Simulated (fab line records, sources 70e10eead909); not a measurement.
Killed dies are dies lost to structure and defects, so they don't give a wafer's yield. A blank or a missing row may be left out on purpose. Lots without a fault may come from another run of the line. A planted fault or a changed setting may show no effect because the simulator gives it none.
Chamber matching | flow nand_harc | NHARC_A_CHANNEL_FILL_D2_ALD_25 on ald_hk-01: 4 sister chambers
The step deposits SiOx, target thk 60 nm, pulse time 10 s, ald cycles 600. 4 wafers are shown with their chamber, then 7 later ones without.

WAFERS WITH THEIR CHAMBER
wafer  | chamber | heater_power_w (W)
L598.4 | 1       | 485
L597.2 | 0       | 396
L604.3 | 2       | 517
L604.1 | 3       | 499

WAFERS WITHOUT THEIR CHAMBER
wafer  | heater_power_w (W)
L604.4 | 403
L606.3 | 488
L606.1 | 498
L606.5 | 479
L607.3 | 513
L607.4 | 410
L607.5 | 514

WHICH CHAMBER EACH WENT THROUGH
wafer  | from the rows above     | in truth
L604.4 | 0                       | 0
L606.3 | can't be placed: 1 or 3 | 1
L606.1 | can't be placed: 3 or 1 | 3
L606.5 | 1                       | 1
L607.3 | can't be placed: 2 or 3 | 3
L607.4 | 0                       | 0
L607.5 | can't be placed: 2 or 3 | 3
Placed correctly: 3 of 7. Can't be placed from these rows: 4 (the true chamber is among the candidates in 4). Placed wrongly: 0.
How it was worked out, from the rows above alone: a wafer's distance from a chamber is the root of the sum, over the readings, of the square of ((its reading less the chamber's mean) divided by the reading's scatter). The wafer belongs to the nearest chamber; if the next one is less than 2 further off, it can't be placed. A chamber's mean is the mean of its shown wafers. The scatter: with one shown wafer a chamber, the root of the mean of the squares of how far each hidden wafer lies from its nearest shown one.
